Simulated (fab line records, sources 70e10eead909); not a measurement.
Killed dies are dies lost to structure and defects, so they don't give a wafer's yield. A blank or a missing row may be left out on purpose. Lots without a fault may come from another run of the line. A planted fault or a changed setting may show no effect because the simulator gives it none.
Chamber matching | flow nand_harc | NHARC_A_M1_ETCH_28 on rie_diel-11: 4 sister chambers
The step etches the open film in CF4/N2, target depth 30 nm, time 72.99 s. 14 wafers are shown with their chamber, then 7 later ones without.

WAFERS WITH THEIR CHAMBER
wafer  | chamber | showerhead_plenum_p_Torr (Torr) | oes_product_au (a.u.) | rf_vpp_V (V)
L313.1 | 1       | 2.65                            | 0.974                 | 314.8
L313.2 | 0       | 2.48                            | 0.986                 | 311.5
L313.5 | 1       | 2.65                            | 0.985                 | 315.2
L316.1 | 0       | 2.48                            | 0.992                 | 311.2
L316.4 | 3       | 2.51                            | 1.041                 | 313.3
L316.5 | 1       | 2.65                            | 0.982                 | 315.2
L318.1 | 1       | 2.65                            | 0.985                 | 314.6
L318.3 | 0       | 2.48                            | 0.977                 | 312.5
L318.6 | 3       | 2.51                            | 1.035                 | 313.0
L322.3 | 3       | 2.51                            | 1.033                 | 313.3
L322.5 | 2       | 2.73                            | 0.991                 | 314.1
L322.6 | 3       | 2.51                            | 1.022                 | 311.7
L327.1 | 1       | 2.64                            | 0.986                 | 314.8
L327.3 | 0       | 2.48                            | 0.992                 | 311.1

SIGNATURES (means of the wafers above)
reading                  | chamber 0 | chamber 1 | chamber 2 | chamber 3 | scatter within a chamber
showerhead_plenum_p_Torr | 2.4800    | 2.6480    | 2.7300    | 2.5100    | 0.00283
oes_product_au           | 0.98675   | 0.98240   | 0.99100   | 1.03275   | 0.00661
rf_vpp_V                 | 311.575   | 314.920   | 314.100   | 312.825   | 0.571
Rule: a wafer's distance from a chamber is the root of the sum, over the readings, of the square of ((its reading less the chamber's mean) divided by the reading's scatter). The wafer belongs to the nearest chamber; if the next one is less than 2 further off, it can't be placed. The scatter: the root of (the sum of the squares of (reading less its chamber's mean) over the shown wafers, divided by (wafers less chambers)).

WAFERS WITHOUT THEIR CHAMBER
wafer  | showerhead_plenum_p_Torr (Torr) | oes_product_au (a.u.) | rf_vpp_V (V)
L327.4 | 2.64                            | 0.983                 | 315.1
L328.3 | 2.73                            | 0.984                 | 315.1
L328.5 | 2.73                            | 0.997                 | 315.3
L328.6 | 2.64                            | 0.978                 | 315.2
L330.2 | 2.64                            | 0.985                 | 314.5
L330.3 | 2.48                            | 0.976                 | 311.6
L330.4 | 2.50                            | 1.021                 | 311.5

WHICH CHAMBER EACH WENT THROUGH
wafer  | from the rows above | in truth
L327.4 | 1                   | 1
L328.3 | 2                   | 2
L328.5 | 2                   | 2
L328.6 | 1                   | 1
L330.2 | 1                   | 1
L330.3 | 0                   | 0
L330.4 | 3                   | 3
Placed correctly: 7 of 7. Can't be placed from these rows: 0. Placed wrongly: 0.
